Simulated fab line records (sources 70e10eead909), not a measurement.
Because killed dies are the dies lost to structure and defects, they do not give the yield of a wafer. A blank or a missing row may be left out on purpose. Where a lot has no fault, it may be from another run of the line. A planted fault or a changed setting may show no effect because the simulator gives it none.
Chamber matching + flow nandHarc + NHARC_A_CHANNEL_HOLE_D2_ETCH_44 on rieDiel-04 has 4 sister chambers
The step etches the open film in CF4/O2, target depth 140 nm, overetch 14 nm, time 77 s. 20 wafers are shown with their chamber, then 10 later ones without.

## WAFERS, EACH WITH ITS CHAMBER
| wafer  | chamber | drypumpMotorCurrentA (A) | oesProductAu (a.u.) | rfVppV (V) |
|--------|---------|--------------------------|---------------------|------------|
| L075.1 | 1       | 6.7                      | 0.999               | 197.4      |
| L075.4 | 0       | 6.5                      | 1.010               | 199.3      |
| L075.6 | 1       | 6.8                      | 0.995               | 196.9      |
| L082.2 | 0       | 6.5                      | 0.995               | 199.0      |
| L082.3 | 2       | 6.8                      | 1.025               | 198.1      |
| L082.6 | 1       | 6.7                      | 1.011               | 198.1      |
| L081.1 | 1       | 6.7                      | 1.003               | 197.9      |
| L081.3 | 0       | 6.5                      | 0.993               | 198.7      |
| L081.5 | 3       | 5.4                      | 0.992               | 196.4      |
| L083.1 | 2       | 6.7                      | 1.014               | 197.4      |
| L083.4 | 3       | 5.4                      | 0.994               | 197.7      |
| L083.6 | 2       | 6.7                      | 1.020               | 198.3      |
| L087.3 | 3       | 5.4                      | 0.993               | 197.8      |
| L087.5 | 0       | 6.5                      | 1.003               | 198.3      |
| L087.6 | 2       | 6.7                      | 1.023               | 195.3      |
| L089.1 | 1       | 6.8                      | 1.007               | 197.3      |
| L089.2 | 0       | 6.5                      | 0.992               | 198.9      |
| L089.4 | 2       | 6.7                      | 1.019               | 195.9      |
| L092.1 | 1       | 6.7                      | 1.015               | 197.1      |
| L092.3 | 3       | 5.4                      | 1.001               | 197.9      |

SIGNATURES, as means of the wafers listed above
| reading              | chamber 0 | chamber 1 | chamber 2 | chamber 3 | scatter within a chamber |
|----------------------|-----------|-----------|-----------|-----------|--------------------------|
| drypumpMotorCurrentA | 6.500     | 6.733     | 6.720     | 5.400     | 0.0365                   |
| oesProductAu         | 0.99860   | 1.00500   | 1.02020   | 0.99500   | 0.00631                  |
| rfVppV               | 198.840   | 197.450   | 197.000   | 197.450   | 0.801                    |
Rule: for each reading, subtract the chamber's mean from the wafer's reading, divide by that reading's scatter and square the result; add these up over the readings and take the root, which gives the wafer's distance from the chamber. If the next closest chamber is less than 2 further off than the closest, the wafer can't be placed; otherwise it belongs to the closest. The scatter: take each reading less its chamber's mean, square it, sum over the shown wafers, divide by the number of wafers less the number of chambers, and take the root.

## WAFERS MISSING THEIR CHAMBER
| wafer  | drypumpMotorCurrentA (A) | oesProductAu (a.u.) | rfVppV (V) |
|--------|--------------------------|---------------------|------------|
| L092.4 | 6.5                      | 0.992               | 197.6      |
| L091.2 | 6.7                      | 1.022               | 197.5      |
| L091.3 | 6.7                      | 1.011               | 196.6      |
| L091.5 | 5.4                      | 0.999               | 197.4      |
| L093.1 | 6.7                      | 1.003               | 197.5      |
| L093.3 | 5.4                      | 0.992               | 196.1      |
| L093.4 | 6.8                      | 1.020               | 198.1      |
| L095.1 | 5.4                      | 0.996               | 198.1      |
| L095.4 | 6.7                      | 1.004               | 197.4      |
| L095.5 | 6.5                      | 0.995               | 198.7      |

## THE CHAMBER EACH PASSED THROUGH
| wafer  | from the rows above     | in truth |
|--------|-------------------------|----------|
| L092.4 | 0                       | 0        |
| L091.2 | can't be placed: 2 or 1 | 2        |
| L091.3 | can't be placed: 2 or 1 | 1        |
| L091.5 | 3                       | 3        |
| L093.1 | can't be placed: 1 or 2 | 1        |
| L093.3 | 3                       | 3        |
| L093.4 | can't be placed: 2 or 1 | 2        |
| L095.1 | 3                       | 3        |
| L095.4 | can't be placed: 1 or 2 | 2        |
| L095.5 | 0                       | 0        |
Placed correctly: 5 of 10. Cannot be placed on the basis of these rows: 5; the candidates contain the true chamber in 5. 0 placed wrongly.
